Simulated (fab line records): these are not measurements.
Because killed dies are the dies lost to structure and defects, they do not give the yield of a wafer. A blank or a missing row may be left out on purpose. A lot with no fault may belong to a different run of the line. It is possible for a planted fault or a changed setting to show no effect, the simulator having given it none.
Which tool did it? || flow nand-harc || 36 wafers from 12 lots sampled at 6 of the route's 1302 steps

## WHAT THE GAUGES READ, wafer by wafer
NHARC_P_ZERO_WELL_CD_MEAS_52: the cd target is 2000 nm.
{"lot": "L130", "measured": "day 2 01:38", "on": "cd-sem-02", "cd-nm (nm)": "1998.8 2000.1 2000.0"}
{"lot": "L131", "measured": "day 2 11:52", "on": "cd-sem-02", "cd-nm (nm)": "1998.8 1999.5 2000.2"}
{"lot": "L132", "measured": "day 2 23:52", "on": "cd-sem-01", "cd-nm (nm)": "1998.7 2000.0 2000.0"}
{"lot": "L133", "measured": "day 3 07:40", "on": "cd-sem-01", "cd-nm (nm)": "1999.8 1998.6 1998.7"}
{"lot": "L135", "measured": "day 4 03:29", "on": "cd-sem-02", "cd-nm (nm)": "1998.2 1997.0 1998.6"}
{"lot": "L137", "measured": "day 5 00:01", "on": "cd-sem-02", "cd-nm (nm)": "1997.1 1996.7 1999.1"}
{"lot": "L138", "measured": "day 5 09:31", "on": "cd-sem-02", "cd-nm (nm)": "2000.2 1999.4 1998.9"}
{"lot": "L140", "measured": "day 6 05:35", "on": "cd-sem-02", "cd-nm (nm)": "- - -"}
{"lot": "L142", "measured": "day 7 01:45", "on": "cd-sem-02", "cd-nm (nm)": "1999.6 1999.4 1999.8"}
{"lot": "L145", "measured": "day 8 08:01", "on": "cd-sem-03", "cd-nm (nm)": "1997.4 1997.9 1997.4"}
{"lot": "L152", "measured": "day 11 05:50", "on": "cd-sem-03", "cd-nm (nm)": "2001.8 2000.7 2001.4"}
{"lot": "L153", "measured": "day 11 15:46", "on": "cd-sem-02", "cd-nm (nm)": "1998.1 1999.1 2001.0"}

NHARC_END_SORT_01.
{"lot": "L140", "measured": "day 28 20:26", "on": "prober-02", "killed-at-array": "21 24 17", "killed-at-other": "1 4 2", "killed-at-periphery": "655 649 658", "killed-dies": "677 677 677", "killed-open": "0 1 2", "killed-short": "0 5 2"}

## TOOL THAT RAN EACH LOT (tool first, then ch and the chambers of the sampled wafers, then the start)
{"lot": "L130", "NHARC_P_ZERO_WELL_EXPOSE_49": "krf-scanner-03 ch 0, day 2 01:29", "NHARC_P_STI_DESCUM_14": "rie-diel-10 ch 0,2,3, day 3 01:13", "NHARC_P_GATE_DEP_103": "pecvd-04 ch 0,1,2, day 5 09:05", "NHARC_P_GATE_DESCUM_31": "rie-diel-06 ch 0,2,3, day 5 09:49"}
{"lot": "L131", "NHARC_P_ZERO_WELL_EXPOSE_49": "krf-scanner-02 ch 0, day 2 11:42", "NHARC_P_STI_DESCUM_14": "rie-diel-10 ch 1,2, day 3 10:01", "NHARC_P_GATE_DEP_103": "pecvd-01 ch 0,1,2, day 5 09:47", "NHARC_P_GATE_DESCUM_31": "rie-diel-05 ch 0,1,2, day 5 10:37"}
{"lot": "L132", "NHARC_P_ZERO_WELL_EXPOSE_49": "krf-scanner-03 ch 0, day 2 23:43", "NHARC_P_STI_DESCUM_14": "rie-diel-03 ch 2,3, day 3 19:20", "NHARC_P_GATE_DEP_103": "pecvd-04 ch 0,1,2, day 5 23:56", "NHARC_P_GATE_DESCUM_31": "rie-diel-05 ch 0,1,2, day 6 00:48"}
{"lot": "L133", "NHARC_P_ZERO_WELL_EXPOSE_49": "krf-scanner-02 ch 0, day 3 07:31", "NHARC_P_STI_DESCUM_14": "rie-diel-13 ch 0,2,3, day 4 02:05", "NHARC_P_GATE_DEP_103": "pecvd-01 ch 0,1, day 6 04:19", "NHARC_P_GATE_DESCUM_31": "rie-diel-12 ch 0,2, day 6 05:07"}
{"lot": "L135", "NHARC_P_ZERO_WELL_EXPOSE_49": "krf-scanner-02 ch 0, day 4 03:20", "NHARC_P_STI_DESCUM_14": "rie-diel-10 ch 1,2,3, day 4 22:35", "NHARC_P_GATE_DEP_103": "pecvd-01 ch 0,1,2, day 7 02:51", "NHARC_P_GATE_DESCUM_31": "rie-diel-06 ch 0,1,2, day 7 03:36"}
{"lot": "L137", "NHARC_P_ZERO_WELL_EXPOSE_49": "krf-scanner-03 ch 0, day 4 23:51", "NHARC_P_STI_DESCUM_14": "rie-diel-13 ch 1,2,3, day 5 16:38", "NHARC_P_GATE_DEP_103": "pecvd-01 ch 1,2, day 7 23:16", "NHARC_P_GATE_DESCUM_31": "rie-diel-12 ch 1,2,3, day 8 00:01"}
{"lot": "L138", "NHARC_P_ZERO_WELL_EXPOSE_49": "krf-scanner-04 ch 0, day 5 09:22", "NHARC_P_STI_DESCUM_14": "rie-diel-13 ch 1,2,3, day 6 03:04", "NHARC_P_GATE_DEP_103": "pecvd-01 ch 0,1,2, day 8 16:16", "NHARC_P_GATE_DESCUM_31": "rie-diel-12 ch 1,2,3, day 8 17:07"}
{"lot": "L140", "NHARC_P_ZERO_WELL_EXPOSE_49": "krf-scanner-03 ch 0, day 6 05:26", "NHARC_P_STI_DESCUM_14": "-", "NHARC_P_GATE_DEP_103": "-", "NHARC_P_GATE_DESCUM_31": "-"}
{"lot": "L142", "NHARC_P_ZERO_WELL_EXPOSE_49": "krf-scanner-02 ch 0, day 7 01:35", "NHARC_P_STI_DESCUM_14": "rie-diel-10 ch 0,1,3, day 7 18:58", "NHARC_P_GATE_DEP_103": "pecvd-03 ch 1,2, day 9 19:57", "NHARC_P_GATE_DESCUM_31": "rie-diel-06 ch 0,1,3, day 9 20:49"}
{"lot": "L145", "NHARC_P_ZERO_WELL_EXPOSE_49": "krf-scanner-03 ch 0, day 8 07:52", "NHARC_P_STI_DESCUM_14": "rie-diel-13 ch 1,2, day 9 01:49", "NHARC_P_GATE_DEP_103": "pecvd-03 ch 0,1,2, day 11 05:59", "NHARC_P_GATE_DESCUM_31": "rie-diel-06 ch 0,2, day 11 06:50"}
{"lot": "L152", "NHARC_P_ZERO_WELL_EXPOSE_49": "krf-scanner-03 ch 0, day 11 05:40", "NHARC_P_STI_DESCUM_14": "rie-diel-13 ch 1,3, day 11 22:55", "NHARC_P_GATE_DEP_103": "pecvd-04 ch 0,1,2, day 14 02:34", "NHARC_P_GATE_DESCUM_31": "rie-diel-05 ch 0,1,2, day 14 03:26"}
{"lot": "L153", "NHARC_P_ZERO_WELL_EXPOSE_49": "krf-scanner-02 ch 0, day 11 15:37", "NHARC_P_STI_DESCUM_14": "rie-diel-10 ch 0,2,3, day 12 08:52", "NHARC_P_GATE_DEP_103": "pecvd-01 ch 0,1,2, day 14 14:11", "NHARC_P_GATE_DESCUM_31": "rie-diel-12 ch 0,1,3, day 14 14:53"}
- NHARC_P_ZERO_WELL_EXPOSE_49: exposes mask P HVPW, target cd 2000 nm.
- NHARC_P_STI_DESCUM_14: chemistry O2, time 3 s.
- NHARC_P_GATE_DEP_103: deposits SiON, target thk 30 nm.
- NHARC_P_GATE_DESCUM_31: chemistry O2, time 3 s.

## WHAT THE TOOLS THEMSELVES READ (means of the sampled wafers that have a number; where no wafer has one, the mark that the record gives instead)
NHARC_P_STI_DESCUM_14.
{"lot": "L130", "tool": "rie-diel-10", "drypump-motor-current-A (A)": 6.3, "o2-flow-sccm (sccm)": 199.7, "oes-product-au (a.u.)": 1.005, "rf-vpp-V (V)": 58.2, "showerhead-plenum-p-Torr (Torr)": 1.95, "throttle-valve-pct (%)": 11.307}
{"lot": "L131", "tool": "rie-diel-10", "drypump-motor-current-A (A)": 6.2, "o2-flow-sccm (sccm)": 199.8, "oes-product-au (a.u.)": 0.996, "rf-vpp-V (V)": 57.9, "showerhead-plenum-p-Torr (Torr)": 1.93, "throttle-valve-pct (%)": 11.317}
{"lot": "L132", "tool": "rie-diel-03", "drypump-motor-current-A (A)": 5.2, "o2-flow-sccm (sccm)": 199.8, "oes-product-au (a.u.)": 1.003, "rf-vpp-V (V)": 57.2, "showerhead-plenum-p-Torr (Torr)": 1.88, "throttle-valve-pct (%)": 11.308}
{"lot": "L133", "tool": "rie-diel-13", "drypump-motor-current-A (A)": 5.8, "o2-flow-sccm (sccm)": 199.5, "oes-product-au (a.u.)": 0.997, "rf-vpp-V (V)": 58.2, "showerhead-plenum-p-Torr (Torr)": 1.87, "throttle-valve-pct (%)": 11.310}
{"lot": "L135", "tool": "rie-diel-10", "drypump-motor-current-A (A)": 6.4, "o2-flow-sccm (sccm)": 199.9, "oes-product-au (a.u.)": 0.997, "rf-vpp-V (V)": 58.8, "showerhead-plenum-p-Torr (Torr)": 1.92, "throttle-valve-pct (%)": 11.314}
{"lot": "L137", "tool": "rie-diel-13", "drypump-motor-current-A (A)": 5.3, "o2-flow-sccm (sccm)": 199.6, "oes-product-au (a.u.)": 1.003, "rf-vpp-V (V)": 57.5, "showerhead-plenum-p-Torr (Torr)": 1.86, "throttle-valve-pct (%)": 11.306}
{"lot": "L138", "tool": "rie-diel-13", "drypump-motor-current-A (A)": 5.3, "o2-flow-sccm (sccm)": 200.3, "oes-product-au (a.u.)": 0.996, "rf-vpp-V (V)": 57.2, "showerhead-plenum-p-Torr (Torr)": 1.86, "throttle-valve-pct (%)": 11.315}
{"lot": "L142", "tool": "rie-diel-10", "drypump-motor-current-A (A)": 6.5, "o2-flow-sccm (sccm)": 200.4, "oes-product-au (a.u.)": 1.002, "rf-vpp-V (V)": 57.1, "showerhead-plenum-p-Torr (Torr)": 1.90, "throttle-valve-pct (%)": 11.307}
{"lot": "L145", "tool": "rie-diel-13", "drypump-motor-current-A (A)": 5.3, "o2-flow-sccm (sccm)": 199.5, "oes-product-au (a.u.)": 0.999, "rf-vpp-V (V)": 57.6, "showerhead-plenum-p-Torr (Torr)": 1.90, "throttle-valve-pct (%)": 11.318}
{"lot": "L152", "tool": "rie-diel-13", "drypump-motor-current-A (A)": 5.2, "o2-flow-sccm (sccm)": 199.8, "oes-product-au (a.u.)": 1.003, "rf-vpp-V (V)": 57.7, "showerhead-plenum-p-Torr (Torr)": 1.82, "throttle-valve-pct (%)": 11.316}
{"lot": "L153", "tool": "rie-diel-10", "drypump-motor-current-A (A)": 6.3, "o2-flow-sccm (sccm)": 200.4, "oes-product-au (a.u.)": 1.005, "rf-vpp-V (V)": 58.4, "showerhead-plenum-p-Torr (Torr)": 1.95, "throttle-valve-pct (%)": 11.310}

NHARC_P_GATE_DEP_103.
{"lot": "L130", "tool": "pecvd-04", "heater-power-w (W)": 767}
{"lot": "L131", "tool": "pecvd-01", "heater-power-w (W)": 719}
{"lot": "L132", "tool": "pecvd-04", "heater-power-w (W)": 755}
{"lot": "L133", "tool": "pecvd-01", "heater-power-w (W)": 777}
{"lot": "L135", "tool": "pecvd-01", "heater-power-w (W)": 712}
{"lot": "L137", "tool": "pecvd-01", "heater-power-w (W)": 622}
{"lot": "L138", "tool": "pecvd-01", "heater-power-w (W)": 718}
{"lot": "L142", "tool": "pecvd-03", "heater-power-w (W)": 715}
{"lot": "L145", "tool": "pecvd-03", "heater-power-w (W)": 718}
{"lot": "L152", "tool": "pecvd-04", "heater-power-w (W)": 800}
{"lot": "L153", "tool": "pecvd-01", "heater-power-w (W)": 761}

NHARC_P_GATE_DESCUM_31.
{"lot": "L130", "tool": "rie-diel-06", "drypump-motor-current-A (A)": 5.8, "o2-flow-sccm (sccm)": 200.3, "oes-product-au (a.u.)": 1.000, "rf-vpp-V (V)": 58.5, "showerhead-plenum-p-Torr (Torr)": 1.93, "throttle-valve-pct (%)": 11.312}
{"lot": "L131", "tool": "rie-diel-05", "drypump-motor-current-A (A)": 5.2, "o2-flow-sccm (sccm)": 199.8, "oes-product-au (a.u.)": 1.004, "rf-vpp-V (V)": 58.3, "showerhead-plenum-p-Torr (Torr)": 1.98, "throttle-valve-pct (%)": 11.309}
{"lot": "L132", "tool": "rie-diel-05", "drypump-motor-current-A (A)": 5.2, "o2-flow-sccm (sccm)": 199.7, "oes-product-au (a.u.)": 1.004, "rf-vpp-V (V)": 58.3, "showerhead-plenum-p-Torr (Torr)": 1.98, "throttle-valve-pct (%)": 11.313}
{"lot": "L133", "tool": "rie-diel-12", "drypump-motor-current-A (A)": 5.9, "o2-flow-sccm (sccm)": 199.8, "oes-product-au (a.u.)": 0.999, "rf-vpp-V (V)": 57.7, "showerhead-plenum-p-Torr (Torr)": 1.83, "throttle-valve-pct (%)": 11.308}
{"lot": "L135", "tool": "rie-diel-06", "drypump-motor-current-A (A)": 6.1, "o2-flow-sccm (sccm)": 200.2, "oes-product-au (a.u.)": 0.990, "rf-vpp-V (V)": 57.2, "showerhead-plenum-p-Torr (Torr)": 1.88, "throttle-valve-pct (%)": 11.317}
{"lot": "L137", "tool": "rie-diel-12", "drypump-motor-current-A (A)": 5.8, "o2-flow-sccm (sccm)": 200.0, "oes-product-au (a.u.)": 1.004, "rf-vpp-V (V)": 57.7, "showerhead-plenum-p-Torr (Torr)": 1.85, "throttle-valve-pct (%)": 11.312}
{"lot": "L138", "tool": "rie-diel-12", "drypump-motor-current-A (A)": 5.8, "o2-flow-sccm (sccm)": 200.3, "oes-product-au (a.u.)": 0.997, "rf-vpp-V (V)": 57.1, "showerhead-plenum-p-Torr (Torr)": 1.85, "throttle-valve-pct (%)": 11.300}
{"lot": "L142", "tool": "rie-diel-06", "drypump-motor-current-A (A)": 5.6, "o2-flow-sccm (sccm)": 199.8, "oes-product-au (a.u.)": 0.987, "rf-vpp-V (V)": 58.4, "showerhead-plenum-p-Torr (Torr)": 1.97, "throttle-valve-pct (%)": 11.319}
{"lot": "L145", "tool": "rie-diel-06", "drypump-motor-current-A (A)": 6.3, "o2-flow-sccm (sccm)": 199.8, "oes-product-au (a.u.)": 0.997, "rf-vpp-V (V)": 57.5, "showerhead-plenum-p-Torr (Torr)": 1.84, "throttle-valve-pct (%)": 11.317}
{"lot": "L152", "tool": "rie-diel-05", "drypump-motor-current-A (A)": 5.2, "o2-flow-sccm (sccm)": 199.9, "oes-product-au (a.u.)": 0.994, "rf-vpp-V (V)": 58.6, "showerhead-plenum-p-Torr (Torr)": 1.98, "throttle-valve-pct (%)": 11.303}
{"lot": "L153", "tool": "rie-diel-12", "drypump-motor-current-A (A)": 5.9, "o2-flow-sccm (sccm)": 200.2, "oes-product-au (a.u.)": 0.991, "rf-vpp-V (V)": 58.1, "showerhead-plenum-p-Torr (Torr)": 1.86, "throttle-valve-pct (%)": 11.320}

## THE ANSWER, worked out from the rows above alone
Rule: what is usual is taken from the lots themselves. The widest of any qualifying gaps counts: lots, ordered by their means at a reading, are off when they make up no more than a third of the lots, leave a main group of 4 or more, and stand apart from it by 3 or more times the standard deviation of that group's means. The tables above print the reading to a certain number of digits; a main group whose means all agree to those digits is not used. Also off: a lot with no number at a reading for which 4 or more lots have one. All remaining lots with rows at the step are treated as sound. The gauges are gone through in route order, then the tools' own readings, and for those a lot's mean is taken as printed above. At the first step where some lot is off, the reading lying furthest off is the one used; lots without a number count as furthest.
Off at NHARC_P_ZERO_WELL_CD_MEAS_52 (cd-nm): L140. Without a number there: L140. For the main group the mean is 1999.2 nm and the standard deviation 1.
If a tool, at a process step before that reading, ran all the lots that are off and no sound lot after the first of them, it fits. The gauges at NHARC_P_ZERO_WELL_CD_MEAS_52 are tried like those tools. None of those tried fits.

## WHAT HAD BEEN PUT IN BY THE SIMULATOR
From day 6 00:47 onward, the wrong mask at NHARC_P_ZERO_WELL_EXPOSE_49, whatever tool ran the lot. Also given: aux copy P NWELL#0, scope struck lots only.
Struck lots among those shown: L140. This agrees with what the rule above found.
